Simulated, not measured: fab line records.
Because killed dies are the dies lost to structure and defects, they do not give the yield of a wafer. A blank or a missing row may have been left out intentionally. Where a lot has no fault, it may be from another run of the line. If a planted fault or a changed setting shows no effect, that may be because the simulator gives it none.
fab line records + flow n5-finfet
record
- lots=11
- wafers=31
- last-day=18
route steps=1938 shown BEOL_M4@1110 BEOL_M5@1123 PASSIVATION@1936
lots that met no fault: taken from a fault-free run of the same line
start-h: hours from the record's opening day to when the first of the lot's shown wafers began + wait-h: how many hours have passed since the lot's step before this one + " unchanged from the row above + L1.1+2: a row that stands for several wafers + - no value, or no start given + * or withheld: withheld + < > ~ a bound
route shown NAME@n: names a module that has steps shown in the file, with the first one's number in the route + usual: average and standard deviation across the fault-free wafers + same: alike in all rows + chamber/n: place in a boat + sites: per-site readings + _std_site: standard deviation across them + _edge_site: inner sites' mean taken away from outer sites' mean + radius-mm: for every site, how far away it sits from the centre of the wafer + mask NAME#n: copy n + behind: the most recent tool/chamber to have shaped the wafer + hold: what put the lot on hold/how long, in hours/how the hold closed + device: whichever transistor did not switch (one of n, p or np) + end of line: the tests these same wafers got at the end of their route + a step with no rows: only its recipe + killed: not the wafer's yield, but the dies lost to structure and defects at the first sort + map: shows each die of a wafer: x if killed, . if not, _ if none is there
set.NAME: setting as actually run; set.NAME@STEP: the setting as run at that earlier step + model.NAME: the simulator's own value behind a step, which no gauge read
route steps across a sampled set of lots; one table per step, one row per wafer
services: from which hour (start-h, from the record's first day; less than 0 if before it) a tool's chamber was out of use, for how many hours, and why
## steps
# step N5_BEOL_M4_INSPECT_59
# recipe
- inspect-instrument=darkfield
- mode=post-dep
# usual
- raw-defect-count=69/22
| lot.wafer | tool              | chamber | start-h | wait-h | raw-defect-count |
|-----------|-------------------|---------|---------|--------|------------------|
| L531.2    | defect-inspect-02 | -       | 163.89  | 0.0    | 83               |
| L531.3    | "                 | -       | "       | "      | 68               |
| L531.4    | "                 | -       | "       | "      | 99               |
| L532.3    | defect-inspect-01 | -       | 169.27  | 0.0    | 69               |
| L532.5    | "                 | -       | "       | "      | 106              |
| L533.1    | defect-inspect-01 | -       | 175.13  | 0.0    | 72               |
| L533.2    | "                 | -       | "       | "      | 98               |
| L533.5    | "                 | -       | "       | "      | 53               |
| L536.1    | defect-inspect-02 | -       | 204.62  | 0.0    | 80               |
| L536.4    | "                 | -       | "       | "      | 75               |
| L536.6    | "                 | -       | "       | "      | 81               |
| L544.2    | defect-inspect-01 | -       | 238.27  | 0.0    | 37               |
| L544.3    | "                 | -       | "       | "      | 69               |
| L545.2    | defect-inspect-01 | -       | 244.01  | 0.0    | 59               |
| L545.5    | "                 | -       | "       | "      | 38               |
| L545.6    | "                 | -       | "       | "      | 31               |
| L546.2    | defect-inspect-02 | -       | 264.84  | 0.0    | 63               |
| L546.3    | "                 | -       | "       | "      | 60               |
| L546.6    | "                 | -       | "       | "      | 65               |
| L552.2    | defect-inspect-02 | -       | 294.43  | 0.0    | 75               |
| L552.3    | "                 | -       | "       | "      | 90               |
| L552.5    | "                 | -       | "       | "      | 44               |
| L550.1    | defect-inspect-01 | -       | 297.92  | 0.0    | 34               |
| L550.3    | "                 | -       | "       | "      | 61               |
| L550.5    | "                 | -       | "       | "      | 68               |
| L551.1    | defect-inspect-01 | -       | 301.08  | 0.0    | 52               |
| L551.2    | "                 | -       | "       | "      | 54               |
| L551.5    | "                 | -       | "       | "      | 35               |
| L553.2    | defect-inspect-02 | -       | 303.25  | 0.0    | 79               |
| L553.4    | "                 | -       | "       | "      | 49               |
| L553.6    | "                 | -       | "       | "      | 46               |
# step N5_BEOL_M5_EXPOSE_08
# recipe
- mask-id=M5
- na=0.33
- source-shape=annular
- sigma-inner=0.4
- sigma-outer=0.8
- polarization=unpolarized
- target-cd-nm=28
- dose-mj=35.75
| lot.wafer  | tool           | chamber | start-h | wait-h | mask |
|------------|----------------|---------|---------|--------|------|
| L531.2+3+4 | euv-scanner-02 | 0       | 166.38  | -      | M5#0 |
| L532.3+5   | euv-scanner-01 | 0       | 171.88  | -      | M5#0 |
| L533.1+2+5 | euv-scanner-02 | 0       | 179.12  | -      | M5#0 |
| L536.1+4+6 | euv-scanner-01 | 0       | 207.22  | -      | M5#0 |
| L544.2+3   | euv-scanner-02 | 0       | 241.44  | -      | M5#0 |
| L545.2+5+6 | euv-scanner-02 | 0       | 246.40  | -      | M5#0 |
| L546.2+3+6 | euv-scanner-02 | 0       | 268.89  | -      | M5#0 |
| L552.2+3+5 | euv-scanner-02 | 0       | 297.45  | -      | M5#0 |
| L550.1+3+5 | euv-scanner-01 | 0       | 300.67  | -      | M5#0 |
| L551.1+2+5 | euv-scanner-02 | 0       | 303.69  | -      | M5#0 |
| L553.2+4+6 | euv-scanner-01 | 0       | 307.22  | -      | M5#0 |
# step N5_BEOL_M5_CD_MEAS_11
# recipe
- target-cd-nm=27.74
- landing-energy-ev=500
- detector=se-inlens
# usual
- cd-nm=27.91/0.22
# same
- landing-energy-ev=500
| lot.wafer | tool      | chamber | start-h | wait-h | cd-nm |
|-----------|-----------|---------|---------|--------|-------|
| L531.2    | cd-sem-03 | 0       | 166.51  | -      | 27.87 |
| L531.3    | "         | 0       | "       | "      | 28.04 |
| L531.4    | "         | 0       | "       | "      | 27.92 |
| L532.3    | cd-sem-03 | 0       | 171.99  | -      | 27.93 |
| L532.5    | "         | 0       | "       | "      | 27.70 |
| L533.1    | cd-sem-01 | 0       | 179.25  | -      | 27.90 |
| L533.2    | "         | 0       | "       | "      | 27.82 |
| L533.5    | "         | 0       | "       | "      | 27.30 |
| L536.1    | cd-sem-01 | 0       | 207.35  | -      | 27.91 |
| L536.4    | "         | 0       | "       | "      | 26.84 |
| L536.6    | "         | 0       | "       | "      | 28.33 |
| L544.2    | cd-sem-02 | 0       | 241.56  | -      | 27.85 |
| L544.3    | "         | 0       | "       | "      | 28.49 |
| L545.2    | cd-sem-02 | 0       | 246.52  | -      | 27.85 |
| L545.5    | "         | 0       | "       | "      | 27.61 |
| L545.6    | "         | 0       | "       | "      | 27.70 |
| L546.2    | cd-sem-01 | 0       | 269.01  | -      | 27.77 |
| L546.3    | "         | 0       | "       | "      | 28.31 |
| L546.6    | "         | 0       | "       | "      | 28.13 |
| L552.2    | cd-sem-02 | 0       | 297.57  | -      | 28.26 |
| L552.3    | "         | 0       | "       | "      | 27.51 |
| L552.5    | "         | 0       | "       | "      | 27.71 |
| L550.1    | cd-sem-02 | 0       | 300.80  | -      | 28.20 |
| L550.3    | "         | 0       | "       | "      | 27.93 |
| L550.5    | "         | 0       | "       | "      | 28.05 |
| L551.1    | cd-sem-03 | 0       | 303.82  | -      | 28.07 |
| L551.2    | "         | 0       | "       | "      | 28.07 |
| L551.5    | "         | 0       | "       | "      | 27.90 |
| L553.2    | cd-sem-02 | 0       | 307.34  | -      | 28.37 |
| L553.4    | "         | 0       | "       | "      | 27.74 |
| L553.6    | "         | 0       | "       | "      | 27.64 |
# step N5_BEOL_M5_ETCH_72
# recipe
- chemistry=N2/H2
- target=underlayer
- target-depth-a=65
- mask-material=CAR-EUV
- time-s=5.2
- ion-energy-ev=200
- pressure-mtorr=30
- source-w=840
- bias-w=150
- n2-flow-sccm=200
- h2-flow-sccm=200
- ends=cleared
# usual
- drypump-motor-current-A=5.8/0.46
- etch-rf-on-time-s=5.24/0.12
- oes-product-au=0.63/0.047
- rf-vpp-V=523.8/3
- showerhead-plenum-p-Torr=2.54/0.091
- throttle-valve-pct=17.95/0.16
| lot.wafer | tool        | chamber | start-h | wait-h | drypump-motor-current-A | etch-rf-on-time-s | oes-product-au | rf-hours-counter-h | rf-vpp-V | showerhead-plenum-p-Torr | throttle-valve-pct |
|-----------|-------------|---------|---------|--------|-------------------------|-------------------|----------------|--------------------|----------|--------------------------|--------------------|
| L531.2    | rie-diel-01 | 3       | 166.66  | 0.0    | 5.0                     | 5.13              | 0.61           | 191                | 521.0    | 2.43                     | 18.02              |
| L531.3    | "           | 1       | "       | "      | 6.5                     | 5.27              | 0.76           | 37                 | 524.1    | 2.60                     | 17.81              |
| L531.4    | "           | 2       | "       | "      | 6.0                     | 5.25              | 0.62           | 181                | 524.2    | 2.63                     | 17.95              |
| L532.3    | rie-diel-02 | 3       | 172.15  | 0.0    | 5.9                     | 5.42              | 0.60           | 197                | 521.5    | 2.43                     | 18.04              |
| L532.5    | "           | 0       | "       | "      | 5.8                     | 5.05              | 0.63           | -                  | 523.2    | 2.53                     | 17.73              |
| L533.1    | rie-diel-02 | 1       | 179.85  | 0.0    | 6.2                     | 5.22              | 0.63           | 189                | 526.0    | 2.60                     | 17.69              |
| L533.2    | "           | 3       | "       | "      | 5.9                     | 5.38              | 0.59           | 200                | 521.2    | 2.43                     | 18.05              |
| L533.5    | "           | 1       | "       | "      | 6.1                     | 5.18              | 0.63           | -                  | 525.8    | 2.60                     | 17.68              |
| L536.1    | rie-diel-05 | 1       | 207.55  | 0.0    | 5.7                     | 5.42              | 0.61           | 183                | 519.9    | 2.42                     | 18.32              |
| L536.4    | "           | 2       | "       | "      | 5.7                     | 5.45              | 0.59           | 221                | 523.3    | 2.62                     | 17.86              |
| L536.6    | "           | 2       | "       | "      | 5.6                     | 5.36              | 0.61           | -                  | 525.7    | 2.62                     | 17.84              |
| L544.2    | rie-diel-01 | 2       | 241.71  | 0.0    | 6.0                     | 5.29              | 0.61           | 204                | 526.0    | 2.62                     | 17.97              |
| L544.3    | "           | 3       | "       | "      | 5.0                     | 5.10              | 0.60           | 213                | 521.1    | 2.42                     | 18.06              |
| L545.2    | rie-diel-02 | 2       | 246.68  | 0.0    | 5.0                     | 5.13              | 0.62           | 206                | 522.4    | 2.52                     | 17.82              |
| L545.5    | "           | 1       | "       | "      | 6.2                     | 5.08              | 0.61           | -                  | 527.2    | 2.59                     | 17.70              |
| L545.6    | "           | 2       | "       | "      | 4.9                     | 5.09              | 0.62           | -                  | 526.0    | 2.52                     | 17.82              |
| L546.2    | rie-diel-02 | 1       | 269.17  | 0.0    | 6.2                     | 5.12              | 0.60           | 214                | 527.3    | 2.59                     | 17.68              |
| L546.3    | "           | 0       | "       | "      | 5.7                     | 4.98              | 0.62           | 190                | 523.1    | 2.52                     | 17.79              |
| L546.6    | "           | 2       | "       | "      | 5.0                     | 5.08              | 0.61           | -                  | 522.5    | 2.51                     | 17.82              |
| L552.2    | rie-diel-01 | 1       | 297.81  | 0.0    | 6.5                     | 5.37              | 0.70           | 76                 | 523.6    | 2.58                     | 17.88              |
| L552.3    | "           | 2       | "       | "      | 6.0                     | 5.34              | 0.60           | 220                | 527.2    | 2.61                     | 18.01              |
| L552.5    | "           | 3       | "       | "      | 5.0                     | 5.17              | 0.59           | -                  | 521.1    | 2.41                     | 18.09              |
| L550.1    | rie-diel-05 | 0       | 300.96  | 0.0    | 5.9                     | 5.16              | 0.68           | 109                | 527.2    | 2.66                     | 17.83              |
| L550.3    | "           | 2       | "       | "      | 5.7                     | 5.45              | 0.59           | 247                | 525.0    | 2.61                     | 17.91              |
| L550.5    | "           | 2       | "       | "      | 5.6                     | 5.39              | 0.58           | -                  | 524.5    | 2.61                     | 17.87              |
| L551.1    | rie-diel-02 | 1       | 303.98  | 0.0    | 6.1                     | 5.17              | 0.60           | 225                | 526.1    | 2.59                     | 17.72              |
| L551.2    | "           | 2       | "       | "      | 5.0                     | 5.10              | 0.62           | 222                | 522.5    | 2.51                     | 17.83              |
| L551.5    | "           | 0       | "       | "      | 5.8                     | 5.00              | 0.61           | -                  | 524.2    | 2.51                     | 17.79              |
| L553.2    | rie-diel-01 | 2       | 307.50  | 0.0    | 6.0                     | 5.31              | 0.59           | 222                | 525.5    | 2.61                     | 18.03              |
| L553.4    | "           | 1       | "       | "      | 6.5                     | 5.36              | 0.70           | 80                 | 525.2    | 2.58                     | 17.89              |
| L553.6    | "           | 1       | "       | "      | 6.5                     | 5.38              | 0.70           | -                  | 525.6    | 2.58                     | 17.90              |
# step N5_BEOL_M5_ETCH_61
# recipe
- chemistry=CF4
- target=SiARC
- target-depth-a=156
- mask-material=CAR-EUV
- time-s=26
- ion-energy-ev=80
- pressure-mtorr=40
- source-w=545
- bias-w=36
- Ar_flow_sccm=100
- cf4-flow-sccm=100
- ends=cleared
# usual
- drypump-motor-current-A=5.8/0.46
- etch-rf-on-time-s=26.3/0.52
- oes-product-au=0.63/0.047
- rf-vpp-V=184.1/1.2
- showerhead-plenum-p-Torr=2.14/0.073
- throttle-valve-pct=15.71/0.16
| lot.wafer | tool        | chamber | start-h | wait-h | drypump-motor-current-A | etch-rf-on-time-s | oes-product-au | rf-hours-counter-h | rf-vpp-V | showerhead-plenum-p-Torr | throttle-valve-pct |
|-----------|-------------|---------|---------|--------|-------------------------|-------------------|----------------|--------------------|----------|--------------------------|--------------------|
| L531.2    | rie-diel-01 | 3       | 166.68  | 0.0    | 5.0                     | 25.8              | 0.62           | 191                | 183.8    | 2.05                     | 15.65              |
| L531.3    | "           | 1       | "       | "      | 6.5                     | 26.5              | 0.76           | 37                 | 184.4    | 2.17                     | 15.39              |
| L531.4    | "           | 2       | "       | "      | 6.0                     | 26.7              | 0.62           | 181                | 185.9    | 2.22                     | 15.84              |
| L532.3    | rie-diel-02 | 3       | 172.17  | 0.0    | 5.9                     | 27.0              | 0.59           | 197                | 183.2    | 2.04                     | 15.70              |
| L532.5    | "           | 0       | "       | "      | 5.7                     | 25.4              | 0.64           | -                  | 184.9    | 2.15                     | 15.57              |
| L533.1    | rie-diel-02 | 1       | 179.86  | 0.0    | 6.2                     | 25.5              | 0.63           | 189                | 184.4    | 2.22                     | 15.68              |
| L533.2    | "           | 3       | "       | "      | 5.9                     | 26.8              | 0.59           | 200                | 182.2    | 2.04                     | 15.71              |
| L533.5    | "           | 1       | "       | "      | 6.2                     | 25.6              | 0.62           | -                  | 185.0    | 2.22                     | 15.68              |
| L536.1    | rie-diel-05 | 1       | 207.57  | 0.0    | 5.7                     | 27.2              | 0.60           | 183                | 184.5    | 2.05                     | 16.01              |
| L536.4    | "           | 2       | "       | "      | 5.6                     | 26.9              | 0.60           | 221                | 184.7    | 2.20                     | 15.69              |
| L536.6    | "           | 2       | "       | "      | 5.6                     | 26.9              | 0.60           | -                  | 184.6    | 2.20                     | 15.69              |
| L544.2    | rie-diel-01 | 2       | 241.73  | 0.0    | 6.0                     | 26.9              | 0.60           | 204                | 184.8    | 2.21                     | 15.89              |
| L544.3    | "           | 3       | "       | "      | 5.0                     | 25.9              | 0.60           | 213                | 182.3    | 2.05                     | 15.70              |
| L545.2    | rie-diel-02 | 2       | 246.69  | 0.0    | 4.9                     | 25.6              | 0.62           | 206                | 184.6    | 2.12                     | 15.55              |
| L545.5    | "           | 1       | "       | "      | 6.2                     | 25.6              | 0.62           | -                  | 184.9    | 2.21                     | 15.70              |
| L545.6    | "           | 2       | "       | "      | 4.9                     | 25.7              | 0.62           | -                  | 184.1    | 2.12                     | 15.54              |
| L546.2    | rie-diel-02 | 1       | 269.18  | 0.0    | 6.2                     | 25.6              | 0.60           | 214                | 184.8    | 2.21                     | 15.71              |
| L546.3    | "           | 0       | "       | "      | 5.7                     | 25.1              | 0.62           | 190                | 183.4    | 2.14                     | 15.62              |
| L546.6    | "           | 2       | "       | "      | 4.9                     | 25.7              | 0.62           | -                  | 184.1    | 2.11                     | 15.55              |
| L552.2    | rie-diel-01 | 1       | 297.83  | 0.0    | 6.5                     | 26.5              | 0.71           | 76                 | 185.7    | 2.16                     | 15.48              |
| L552.3    | "           | 2       | "       | "      | 6.0                     | 27.1              | 0.59           | 220                | 185.9    | 2.21                     | 15.91              |
| L552.5    | "           | 3       | "       | "      | 5.0                     | 25.9              | 0.60           | -                  | 182.6    | 2.04                     | 15.73              |
| L550.1    | rie-diel-05 | 0       | 300.98  | 0.0    | 5.9                     | 26.0              | 0.68           | 109                | 186.1    | 2.24                     | 15.68              |
| L550.3    | "           | 2       | "       | "      | 5.6                     | 26.9              | 0.58           | 247                | 185.2    | 2.19                     | 15.75              |
| L550.5    | "           | 2       | "       | "      | 5.6                     | 27.0              | 0.58           | -                  | 184.8    | 2.19                     | 15.74              |
| L551.1    | rie-diel-02 | 1       | 303.99  | 0.0    | 6.2                     | 25.8              | 0.60           | 225                | 185.0    | 2.21                     | 15.75              |
| L551.2    | "           | 2       | "       | "      | 5.0                     | 25.9              | 0.61           | 222                | 183.4    | 2.11                     | 15.58              |
| L551.5    | "           | 0       | "       | "      | 5.7                     | 25.4              | 0.61           | -                  | 183.8    | 2.13                     | 15.65              |
| L553.2    | rie-diel-01 | 2       | 307.51  | 0.0    | 6.0                     | 26.9              | 0.59           | 222                | 184.4    | 2.21                     | 15.91              |
| L553.4    | "           | 1       | "       | "      | 6.5                     | 26.5              | 0.72           | 80                 | 183.5    | 2.16                     | 15.50              |
| L553.6    | "           | 1       | "       | "      | 6.5                     | 26.3              | 0.72           | -                  | 185.5    | 2.16                     | 15.51              |
# step N5_PASSIVATION_PROBE_49
# usual
- defect-limited-yield=91.0/1.3
- killed_at_M0_to_M3=36/9.5
- killed_at_M4_up=14/5.6
- killed-at-contacts=12/6.4
- killed-at-front-end=40/10
- killed-at-other=3.2/3
- killed-dies=107/15
- killed-open=69/12
- killed-short=35/7.7
- sort_bin_5_function=5.3/0.91
- sort_bin_6_memory=3.3/0.65
- sort_bin_8_speed=0.00/0.012
- sort-n-pass=1073/15
- sort-yield-pct=91.0/1.3
# same
- gross-dies=1180
- killed-at-back-side=0
- sort_bin_4_leakage[%]=0
| lot.wafer | tool      | chamber | start-h | wait-h | defect-limited-yield[%] | killed_at_M0_to_M3 | killed_at_M4_up | killed-at-contacts | killed-at-front-end | killed-at-other | killed-dies | killed-open | killed-short | sort_bin_5_function[%] | sort_bin_6_memory[%] | sort_bin_8_speed[%] | sort-n-pass | sort-yield-pct[%] |
|-----------|-----------|---------|---------|--------|-------------------------|--------------------|-----------------|--------------------|---------------------|-----------------|-------------|-------------|--------------|------------------------|----------------------|---------------------|-------------|-------------------|
| L533.1    | prober-02 | -       | 275.74  | 0.0    | 88.9                    | 53                 | 12              | 27                 | 36                  | 3               | 131         | 79          | 44           | 6.5                    | 3.9                  | 0                   | 1049        | 88.9              |
| L533.2    | prober-02 | -       | 275.79  | 0.1    | 91.4                    | 38                 | 17              | 10                 | 35                  | 1               | 101         | 67          | 32           | 4.7                    | 3.6                  | 0                   | 1079        | 91.4              |
| L533.5    | prober-02 | -       | 275.94  | 0.2    | 92.3                    | 31                 | 8               | 12                 | 38                  | 2               | 91          | 61          | 29           | 5.2                    | 2.3                  | 0                   | 1089        | 92.3              |
| L536.4    | prober-02 | -       | 310.60  | 0.2    | 91.5                    | 41                 | 11              | 3                  | 44                  | 1               | 100         | 57          | 41           | 4.6                    | 3.4                  | 0                   | 1080        | 91.5              |
# killed by level:class
L533.1 MOL_CONTACT_COAG:geometric-particle:open=21 BEOL_M2:geometric-particle:open=12 BEOL_M3:geometric-particle:open=10 BEOL_M1:geometric-particle:open=8 FIN_SAQP:geometric-particle:short=7 BEOL_M0_SAQP:geometric-particle:short=7 MOL_CONTACT_COAG:geometric-particle:short=6 BEOL_M0_SAQP:geometric-particle:open=6
L533.2 BEOL_M3:geometric-particle:open=12 FIN_SAQP:geometric-particle:open=10 BEOL_M1:geometric-particle:open=10 MOL_CONTACT_COAG:geometric-particle:open=9 FIN_SAQP:geometric-particle:short=7 BEOL_M4:geometric-particle:open=7 GATE_CUT:geometric-particle:short=5 DUMMY_GATE:geometric-particle:open=4
L533.5 MOL_CONTACT_COAG:geometric-particle:open=9 GATE_CUT:geometric-particle:open=8 BEOL_M1:geometric-particle:open=7 FIN_SAQP:geometric-particle:short=5 FIN_SAQP:geometric-particle:open=5 STI_FIN_REVEAL:geometric-particle:open=5 BEOL_M0_SAQP:geometric-particle:short=5 BEOL_M3:geometric-particle:open=5
L536.4 BEOL_M1:geometric-particle:open=11 BEOL_M0_SAQP:geometric-particle:open=9 DUMMY_GATE:geometric-particle:short=6 GATE_CUT:geometric-particle:short=6 FIN_SAQP:geometric-particle:short=5 BEOL_M0_SAQP:geometric-particle:short=5 BEOL_M3:geometric-particle:open=5 FIN_SAQP:geometric-particle:open=4
## services
| tool           | chamber | start-h | hours | kind                          |
|----------------|---------|---------|-------|-------------------------------|
| euv-scanner-02 | -       | 152.67  | -     | calibration                   |
| rie-diel-02    | 1       | 163.00  | 10.2  | repair                        |
| euv-scanner-01 | -       | 167.80  | 1.0   | pm                            |
| rie-diel-05    | 1       | 177.64  | 1.4   | repair                        |
| rie-diel-01    | 0       | 181.02  | 4.1   | repair                        |
| euv-scanner-01 | 0       | 184.87  | -     | calibration                   |
| euv-scanner-02 | -       | 193.31  | 1.0   | pm                            |
| euv-scanner-02 | 0       | 194.62  | -     | calibration                   |
| euv-scanner-01 | -       | 194.71  | 5.8   | pm                            |
| euv-scanner-02 | -       | 205.09  | 4.6   | pm                            |
| euv-scanner-01 | -       | 223.95  | 1.0   | pm                            |
| euv-scanner-02 | -       | 249.46  | 1.0   | pm                            |
| euv-scanner-01 | -       | 280.10  | 1.0   | pm                            |
| rie-diel-05    | 3       | 291.67  | -     | clean                         |
| rie-diel-05    | 3       | 291.67  | -     | consumable-replace:focus-ring |
| euv-scanner-02 | -       | 305.61  | 1.0   | pm                            |
## key
first-sign
- step=N5_BEOL_M5_CD_MEAS_11
- reading=cd-nm
- direction=down
- sigmas=4.8
- usual=27.91
- struck=26.84
effect none on later readings
met-at N5_BEOL_M5_EXPOSE_08
struck-lots L536
struck-wafers L536.4
not-acting-at N5_BEOL_M4_INSPECT_59,N5_BEOL_M5_ETCH_72,N5_BEOL_M5_ETCH_61
onset-between 171.88 207.22
fault
- kind=process-parameter-drift
- tool=euv-scanner-01
- chamber=-
- onset-h=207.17
- steps=N5_BEOL_M5_EXPOSE_08
- channel=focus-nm
- offset=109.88
- shape=step
- end-h=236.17
- scope=struck-wafers-only
